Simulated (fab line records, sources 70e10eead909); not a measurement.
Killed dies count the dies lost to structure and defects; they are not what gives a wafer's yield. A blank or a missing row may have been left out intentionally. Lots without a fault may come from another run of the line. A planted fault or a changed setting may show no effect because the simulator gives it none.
Which of the tools did it? :: flow nand-harc :: 12 lots with 36 wafers sampled at 6 steps, on a route of 1302 steps

WHAT THE GAUGES SHOWED, per wafer
NHARC_A_SOURCE_PLATE_THK_MEAS_06: measures by ellipsometry. Usual: thk-nm at 200.0 nm, with a standard deviation of 2.2.
lot: L649
measured: day 7 19:34
on: film-metro-02
thk-nm (nm): 198.5 197.4 196.5
flag: 

lot: L648
measured: day 7 19:34
on: film-metro-01
thk-nm (nm): 198.5 197.5 201.3
flag: 

lot: L650
measured: day 8 12:41
on: film-metro-02
thk-nm (nm): 199.4 199.7 199.5
flag: 

lot: L651
measured: day 8 21:00
on: film-metro-02
thk-nm (nm): 198.8 200.2 200.9
flag: 

lot: L657
measured: day 11 05:52
on: film-metro-01
thk-nm (nm): 198.2 197.3 197.1
flag: 

lot: L659
measured: day 12 09:35
on: film-metro-02
thk-nm (nm): 203.4 205.5 202.2
flag: 

lot: L660
measured: day 13 00:26
on: film-metro-01
thk-nm (nm): 199.3 201.9 199.5
flag: 

lot: L663
measured: day 13 15:05
on: film-metro-02
thk-nm (nm): 199.2 202.9 198.7
flag: 

lot: L664
measured: day 14 08:51
on: film-metro-02
thk-nm (nm): 200.2 198.5 197.9
flag: 

lot: L667
measured: day 15 10:16
on: film-metro-01
thk-nm (nm): 198.4 197.7 196.3
flag: 

lot: L669
measured: day 16 06:47
on: film-metro-01
thk-nm (nm): 199.0 198.8 196.1
flag: 

lot: L670
measured: day 16 22:44
on: film-metro-01
thk-nm (nm): 201.0 198.2 199.7
flag: 

NHARC_A_ONON_D1_THK_MEAS_30: measures by ellipsometry. Usual: thk-nm at 1001 nm, with a standard deviation of 9.5.
lot: L649
measured: day 8 08:34
on: film-metro-01
thk-nm (nm): 988 988 990
flag: 

lot: L648
measured: day 8 08:35
on: film-metro-02
thk-nm (nm): 1018 1017 1017
flag: 

lot: L650
measured: day 9 01:28
on: film-metro-01
thk-nm (nm): 1008 1007 1007
flag: 

lot: L651
measured: day 9 10:00
on: film-metro-02
thk-nm (nm): 998 999 998
flag: 

lot: L657
measured: day 11 18:49
on: film-metro-02
thk-nm (nm): 994 994 992
flag: 

lot: L659
measured: day 12 22:34
on: film-metro-02
thk-nm (nm): 1003 1003 1002
flag: 

lot: L660
measured: day 13 13:25
on: film-metro-02
thk-nm (nm): 1012 1013 1014
flag: 

lot: L663
measured: day 14 07:32
on: film-metro-02
thk-nm (nm): 1011 1010 1011
flag: 

lot: L664
measured: day 14 21:59
on: film-metro-01
thk-nm (nm): 1019 1018 1018
flag: 

lot: L667
measured: day 15 23:13
on: film-metro-02
thk-nm (nm): 997 996 995
flag: 

lot: L669
measured: day 16 19:44
on: film-metro-01
thk-nm (nm): 999 1001 1002
flag: 

lot: L670
measured: day 17 15:29
on: film-metro-01
thk-nm (nm): 979 978 979
flag: 

NHARC_A_ONON_D1_THK_MEAS_34: measures by ellipsometry. Usual: thk-nm at 202 nm, with a standard deviation of 3.3.
lot: L649
measured: day 8 09:02
on: film-metro-02
thk-nm (nm): 195 204 207
flag: 

lot: L648
measured: day 8 09:03
on: film-metro-01
thk-nm (nm): 198 197 200
flag: 

lot: L650
measured: day 9 01:56
on: film-metro-02
thk-nm (nm): 198 201 203
flag: 

lot: L651
measured: day 9 10:28
on: film-metro-01
thk-nm (nm): 201 197 206
flag: 

lot: L657
measured: day 11 19:25
on: film-metro-01
thk-nm (nm): 201 200 202
flag: 

lot: L659
measured: day 12 23:02
on: film-metro-01
thk-nm (nm): 266 267 206 265 264 204
flag: OFF

lot: L660
measured: day 13 13:53
on: film-metro-02
thk-nm (nm): 197 268 204 196 269 204
flag: OFF

lot: L663
measured: day 14 08:00
on: film-metro-01
thk-nm (nm): 205 205 205
flag: 

lot: L664
measured: day 14 22:28
on: film-metro-01
thk-nm (nm): 204 206 207
flag: 

lot: L667
measured: day 15 23:50
on: film-metro-01
thk-nm (nm): 195 201 201
flag: 

lot: L669
measured: day 16 20:12
on: film-metro-01
thk-nm (nm): 200 202 204
flag: 

lot: L670
measured: day 17 15:57
on: film-metro-02
thk-nm (nm): 203 203 203
flag: 

NHARC_END_SORT_01. Usual: killed-at-array 61, standard deviation 26; killed-at-other 0.8, standard deviation 1.1; killed-at-periphery 4.0, standard deviation 2.6; killed-dies 66, standard deviation 26; killed-open 3.1, standard deviation 1.7; killed-short 2.5, standard deviation 1.5.
lot: L660
measured: day 31 07:47
on: prober-02
killed-at-array: 64 69 58
killed-at-other: 1 0 1
killed-at-periphery: 1 0 2
killed-dies: 66 69 61
killed-open: 2 3 4
killed-short: 5 3 4
flag: 

WHAT TOOL EACH LOT RAN ON (gives the tool, then ch and the chambers of the sampled wafers, and finally the start)
lot: L649
NHARC_A_ZERO_WELL_RTA_16: rtp-anneal-01 ch 0, day 6 23:26
NHARC_A_ONON_D1_DEP_33: pecvd-01 ch 1,2, day 8 08:37

lot: L648
NHARC_A_ZERO_WELL_RTA_16: rtp-anneal-02 ch 0, day 7 00:23
NHARC_A_ONON_D1_DEP_33: pecvd-02 ch 0,2, day 8 08:38

lot: L650
NHARC_A_ZERO_WELL_RTA_16: rtp-anneal-01 ch 0, day 7 16:36
NHARC_A_ONON_D1_DEP_33: pecvd-01 ch 0,1,2, day 9 01:31

lot: L651
NHARC_A_ZERO_WELL_RTA_16: rtp-anneal-01 ch 0, day 7 23:56
NHARC_A_ONON_D1_DEP_33: pecvd-01 ch 0,1, day 9 10:04

lot: L657
NHARC_A_ZERO_WELL_RTA_16: rtp-anneal-02 ch 0, day 10 10:22
NHARC_A_ONON_D1_DEP_33: pecvd-01 ch 0,1, day 11 19:01

lot: L659
NHARC_A_ZERO_WELL_RTA_16: rtp-anneal-02 ch 0, day 11 08:50
NHARC_A_ONON_D1_DEP_33: pecvd-01 ch 0,2, day 12 22:43

lot: L660
NHARC_A_ZERO_WELL_RTA_16: rtp-anneal-02 ch 0, day 12 05:25
NHARC_A_ONON_D1_DEP_33: pecvd-01 ch 0,1,2, day 13 13:28

lot: L663
NHARC_A_ZERO_WELL_RTA_16: rtp-anneal-02 ch 0, day 12 19:53
NHARC_A_ONON_D1_DEP_33: pecvd-02 ch 0,1, day 14 07:38

lot: L664
NHARC_A_ZERO_WELL_RTA_16: rtp-anneal-01 ch 0, day 13 12:25
NHARC_A_ONON_D1_DEP_33: pecvd-03 ch 0,1, day 14 22:03

lot: L667
NHARC_A_ZERO_WELL_RTA_16: rtp-anneal-02 ch 0, day 14 14:10
NHARC_A_ONON_D1_DEP_33: pecvd-01 ch 0,1, day 15 23:17

lot: L669
NHARC_A_ZERO_WELL_RTA_16: rtp-anneal-02 ch 0, day 15 09:16
NHARC_A_ONON_D1_DEP_33: pecvd-03 ch 0,1,2, day 16 19:50

lot: L670
NHARC_A_ZERO_WELL_RTA_16: rtp-anneal-02 ch 0, day 16 00:05
NHARC_A_ONON_D1_DEP_33: pecvd-01 ch 0,2, day 17 15:32
- NHARC_A_ZERO_WELL_RTA_16: time 10 s.
- NHARC_A_ONON_D1_DEP_33: deposits SiO2, target thk 200 nm.

AS READ BY THE TOOLS THEMSELVES (means over the sampled wafers that have a number; for cases with no such wafer, the mark the record gives instead)
NHARC_A_ZERO_WELL_RTA_16. Usual: lamp-power-pct 31.4 %, standard deviation 3; wafer_temp_C_max 1006.4, standard deviation 2.2.
lot: L649
tool: rtp-anneal-01
lamp-power-pct (%): 27.5
wafer_temp_C_max: 1008.2
flag: 

lot: L648
tool: rtp-anneal-02
lamp-power-pct (%): 33.8
wafer_temp_C_max: 1004.3
flag: 

lot: L650
tool: rtp-anneal-01
lamp-power-pct (%): 27.6
wafer_temp_C_max: 1008.8
flag: 

lot: L651
tool: rtp-anneal-01
lamp-power-pct (%): 27.6
wafer_temp_C_max: 1008.2
flag: 

lot: L657
tool: rtp-anneal-02
lamp-power-pct (%): 33.7
wafer_temp_C_max: 1004.6
flag: 

lot: L659
tool: rtp-anneal-02
lamp-power-pct (%): 33.7
wafer_temp_C_max: 1004.4
flag: 

lot: L660
tool: rtp-anneal-02
lamp-power-pct (%): 33.8
wafer_temp_C_max: 1003.9
flag: 

lot: L663
tool: rtp-anneal-02
lamp-power-pct (%): 33.8
wafer_temp_C_max: 1004.6
flag: 

lot: L664
tool: rtp-anneal-01
lamp-power-pct (%): 27.6
wafer_temp_C_max: 1006.9
flag: 

lot: L667
tool: rtp-anneal-02
lamp-power-pct (%): 33.7
wafer_temp_C_max: 1005.4
flag: 

lot: L669
tool: rtp-anneal-02
lamp-power-pct (%): 33.7
wafer_temp_C_max: 1005.5
flag: 

lot: L670
tool: rtp-anneal-02
lamp-power-pct (%): 33.8
wafer_temp_C_max: 1004.6
flag: 

NHARC_A_ONON_D1_DEP_33. Usual: heater-power-w 571 W, standard deviation 86; mfc-precursor-sccm 161.4 sccm, standard deviation 0.51; rf-fwd-power-W 898 W, standard deviation 3.3; throttle-valve-pct 16.0 %, standard deviation 0.58.
lot: L649
tool: pecvd-01
heater-power-w (W): 567
mfc-precursor-sccm (sccm): 161.5
rf-fwd-power-W (W): 900
throttle-valve-pct (%): 16.1
flag: 

lot: L648
tool: pecvd-02
heater-power-w (W): 439
mfc-precursor-sccm (sccm): 161.4
rf-fwd-power-W (W): 900
throttle-valve-pct (%): 16.2
flag: 

lot: L650
tool: pecvd-01
heater-power-w (W): 559
mfc-precursor-sccm (sccm): 161.2
rf-fwd-power-W (W): 897
throttle-valve-pct (%): 15.7
flag: 

lot: L651
tool: pecvd-01
heater-power-w (W): 592
mfc-precursor-sccm (sccm): 161.8
rf-fwd-power-W (W): 898
throttle-valve-pct (%): 15.7
flag: 

lot: L657
tool: pecvd-01
heater-power-w (W): 588
mfc-precursor-sccm (sccm): 162.3
rf-fwd-power-W (W): 900
throttle-valve-pct (%): 15.8
flag: 

lot: L659
tool: pecvd-01
heater-power-w (W): 555
mfc-precursor-sccm (sccm): 195.1
rf-fwd-power-W (W): 901
throttle-valve-pct (%): 16.3
flag: OFF

lot: L660
tool: pecvd-01
heater-power-w (W): 561
mfc-precursor-sccm (sccm): 178.0
rf-fwd-power-W (W): 901
throttle-valve-pct (%): 16.1
flag: OFF

lot: L663
tool: pecvd-02
heater-power-w (W): 647
mfc-precursor-sccm (sccm): 161.2
rf-fwd-power-W (W): 897
throttle-valve-pct (%): 16.6
flag: 

lot: L664
tool: pecvd-03
heater-power-w (W): 573
mfc-precursor-sccm (sccm): 160.9
rf-fwd-power-W (W): 899
throttle-valve-pct (%): 16.1
flag: 

lot: L667
tool: pecvd-01
heater-power-w (W): 574
mfc-precursor-sccm (sccm): 161.3
rf-fwd-power-W (W): 896
throttle-valve-pct (%): 15.4
flag: 

lot: L669
tool: pecvd-03
heater-power-w (W): 560
mfc-precursor-sccm (sccm): 161.8
rf-fwd-power-W (W): 897
throttle-valve-pct (%): 16.0
flag: 

lot: L670
tool: pecvd-01
heater-power-w (W): 486
mfc-precursor-sccm (sccm): 161.1
rf-fwd-power-W (W): 898
throttle-valve-pct (%): 15.6
flag: 

THE ANSWER, worked out from the rows above alone
Rule: a lot counts as off when the mean over its wafers that have a number is more than 3 standard deviations away from the usual mean. A lot without any number at a reading at which 4 lots or more have one is off too. All remaining lots with rows at the step are treated as sound. First the gauges in route order, then the tools' own readings, where a lot's mean is used as printed above. The first step at which some lot is off is used, and at that step the reading that is off furthest; a lot without a number counts as furthest.
Off, at NHARC_A_ONON_D1_THK_MEAS_34 on thk-nm: L659, L660.
A tool fits if, at a process step before that reading, it ran every lot that is off, and no sound lot after the first of them. The gauges at NHARC_A_ONON_D1_THK_MEAS_34 aren't tried: what is off there is off at NHARC_A_ONON_D1_DEP_33 too, on other tools, and a gauge's error can't cause that. Of those tried, none fits.

WHAT WAS PUT IN BY THE SIMULATOR
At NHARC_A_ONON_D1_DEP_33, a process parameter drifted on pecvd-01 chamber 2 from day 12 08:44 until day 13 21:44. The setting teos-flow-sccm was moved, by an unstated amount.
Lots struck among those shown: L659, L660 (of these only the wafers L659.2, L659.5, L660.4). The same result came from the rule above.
